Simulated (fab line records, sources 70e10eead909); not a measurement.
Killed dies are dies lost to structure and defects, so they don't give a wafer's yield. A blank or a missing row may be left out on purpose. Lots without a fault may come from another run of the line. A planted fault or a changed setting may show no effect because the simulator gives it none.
A struck lot beside a sound one | flow nand_harc | 45 steps out of a route of 1159
Sound: wafers L906.2, L906.3, L906.4. Struck: wafer L911.5. The cause comes at the end.
At each step with rows: each side's tool, then ch and its chambers, then its first start. Under that, the readings that differ: sound wafers | struck wafers | difference of the means | sigmas: that difference in standard deviations of wafers without a fault.
alike: readings whose means differ by less than 2 such deviations, and words and numbers that are the same on both sides. not compared: withheld readings, readings that some wafer has no value for, bounds like >300 that may hide the same value, and numbers for which the record gives no deviation and whose values overlap.
The two part at a step that has a row with sigmas, a row that says differs or no value, or rows on one side only. Numbers that don't overlap but have no deviation are shown without sigmas and don't part them. A reading that every wafer of one side lacks parts them only if that side has two wafers or more.

NHARC_P_GATE_CD_MEAS_26: target cd 120 nm.
  sound on cd_sem-02 ch 0, day 4 21:58; struck on cd_sem-01 ch 0, day 5 18:56
  alike: cd_nm
NHARC_P_GATE_OVL_MEAS_27:
  sound on overlay-01, day 4 22:02; struck on overlay-01, day 5 19:01
  alike: overlay_x_nm, overlay_y_nm
NHARC_P_GATE_INSPECT_28:
  sound on defect_inspect-02, day 4 22:05; struck on defect_inspect-02, day 5 19:03
  alike: raw_defect_count
then, 2 steps without rows for these wafers: NHARC_P_GATE_DESCUM_31 (chemistry O2, time 3 s); NHARC_P_GATE_ETCH_104 (etches the open film in CF4/CHF3, target depth 60 nm).
NHARC_P_GATE_HM_OPEN_105: chemistry O2/COS, target depth 360 nm.
  sound on rie_diel-05 ch 0,1,3; struck on rie_diel-11 ch 3
  reading             | sound             | struck | difference | sigmas
  o2_flow_sccm (sccm) | 401.2 400.9 399.4 | 403.2  | +2.7       | +2
  alike: drypump_motor_current_A, oes_product_au, rf_vpp_V, showerhead_plenum_p_Torr, throttle_valve_pct
  not compared: rf_hours_counter_h
then, 1 step without rows for these wafers: NHARC_P_GATE_STRIP_106 (strips in O2/COS).
NHARC_P_GATE_ETCH_114: etches the open film in CF4/O2, target depth 30 nm, overetch 3 nm, time 16.5 s.
  sound on rie_diel-05 ch 0,1,3; struck on rie_diel-11 ch 3
  alike: drypump_motor_current_A, o2_flow_sccm, oes_product_au, rf_vpp_V, showerhead_plenum_p_Torr, throttle_valve_pct
  not compared: rf_hours_counter_h
NHARC_P_GATE_ETCH_32: etches the open film in HBr/Cl2, target depth 150 nm, time 100.1 s.
  sound on rie_si-03 ch 0,1,3, day 4 22:36; struck on rie_si-03 ch 0, day 5 19:38
  alike: drypump_motor_current_A, oes_product_au, throttle_valve_pct
  not compared: rf_hours_counter_h
NHARC_P_GATE_STRIP_108: strips in O2.
  sound on rie_diel-05 ch 1,2,3, day 4 22:46; struck on rie_diel-11 ch 1, day 5 19:47
  reading             | sound             | struck | difference | sigmas
  o2_flow_sccm (sccm) | 500.5 503.5 500.8 | 497.9  | -3.7       | -2
  alike: drypump_motor_current_A, oes_product_au, rf_vpp_V, showerhead_plenum_p_Torr, throttle_valve_pct
  not compared: rf_hours_counter_h
NHARC_P_GATE_CD_MEAS_33:
  sound on cd_sem-02, day 4 22:56; struck on cd_sem-01, day 5 19:55
  alike: cd_nm
then, 1 step without rows for these wafers: NHARC_P_GATE_STRIP_35 (strips in SPM, time 600 s).
NHARC_P_GATE_PRECLEAN_73: cleans in SC1.
  sound on wet_bench-03 ch 4,5,6, day 4 23:04; struck on wet_bench-03 ch 5, day 5 20:04
  alike: nh4oh_flow_mL_min
then, 16 steps without rows for these wafers: NHARC_P_GATE_SRD_74; NHARC_P_GATE_ALD_36 (deposits SiNx, target thk 20 nm, pulse time 60 s, ald cycles 223); NHARC_P_GATE_ETCHBACK_37 (etches the open film in CHF3/O2, target depth 34.5 nm, time 17.2 s); NHARC_P_GATE_STRIP_101 (strips in O2, time 20 s); NHARC_P_GATE_PRECLEAN_97 (cleans in SPM, time 600 s); NHARC_P_GATE_SRD_98; NHARC_P_GATE_PRECLEAN_99 (cleans in SC1); NHARC_P_GATE_SRD_100; NHARC_P_GATE_DEHYDRATE_38 (time 120 s); NHARC_P_GATE_HMDS_39 (time 30 s); NHARC_P_GATE_COAT_40; NHARC_P_GATE_SOFTBAKE_41 (time 95 s); NHARC_P_GATE_EBR_42; NHARC_P_GATE_EXPOSE_43 (exposes mask P NSD, target cd 720 nm); NHARC_P_GATE_PEB_44 (peb time 85 s); NHARC_P_GATE_DEVELOP_45 (time 70 s).
NHARC_P_GATE_CD_MEAS_46: target cd 720 nm.
  sound on cd_sem-01 ch 0, day 5 09:55; struck on cd_sem-02 ch 0, day 6 06:53
  alike: cd_nm
then, 3 steps without rows for these wafers: NHARC_P_GATE_HARDBAKE_47 (time 80 s); NHARC_P_GATE_DESCUM_48 (chemistry O2, time 3 s); NHARC_P_GATE_IMPLANT_49.
NHARC_P_GATE_STRIP_111: strips in N2/H2, time 250 s.
  sound on plasma_asher-02 ch 0,1, day 5 10:29; struck on plasma_asher-01 ch 0, day 6 07:37
  alike: drypump_motor_current_A, heater_power_w
  not compared: rf_hours_counter_h
then, 8 steps without rows for these wafers: NHARC_P_GATE_STRIP_75 (strips in O2); NHARC_P_GATE_STRIP_50 (strips in SPM, time 900 s); NHARC_P_GATE_DEHYDRATE_51 (time 120 s); NHARC_P_GATE_HMDS_52 (time 30 s); NHARC_P_GATE_COAT_53; NHARC_P_GATE_SOFTBAKE_54 (time 95 s); NHARC_P_GATE_EBR_55; NHARC_P_GATE_EXPOSE_56 (exposes mask P PSD, target cd 720 nm).
NHARC_P_GATE_INSPECT_68:
  sound on defect_inspect-01, day 5 16:28; struck on defect_inspect-01, day 6 14:08
  reading          | sound       | struck | difference | sigmas
  raw_defect_count | 195 550 163 | 570    | +267       | +4
  not compared: hold
NHARC_P_CONTACT_DEP_30: deposits SiNx, target thk 30 nm.
  sound on pecvd-02 ch 0,1, day 5 16:35; struck on pecvd-03 ch 2, day 6 16:58
  reading | sound | struck                   | difference                   | sigmas
  hold    | - - - | await_dispo/2.3h/release | no value on the sound wafers |
  alike: heater_power_w
-- the record jumps here: 15 days lie between the struck wafers' starts before and after (it left off in module P_CONTACT and takes up again in module END, whose first step shown is number 1159 of the route) --
NHARC_END_SORT_01:
  sound on prober-01 ch 0, day 20 00:13; struck on prober-02 ch 0, day 21 15:52
  reading             | sound    | struck | difference | sigmas
  killed_at_periphery | 2 1 2    | 83     | +81        | +48
  killed_dies         | 21 16 23 | 89     | +69        | +8
  alike: killed_at_array, killed_open, killed_short

WHERE THEY PART
First at NHARC_P_GATE_HM_OPEN_105; last, within this record, at NHARC_END_SORT_01.

WHY: what the simulator had put in
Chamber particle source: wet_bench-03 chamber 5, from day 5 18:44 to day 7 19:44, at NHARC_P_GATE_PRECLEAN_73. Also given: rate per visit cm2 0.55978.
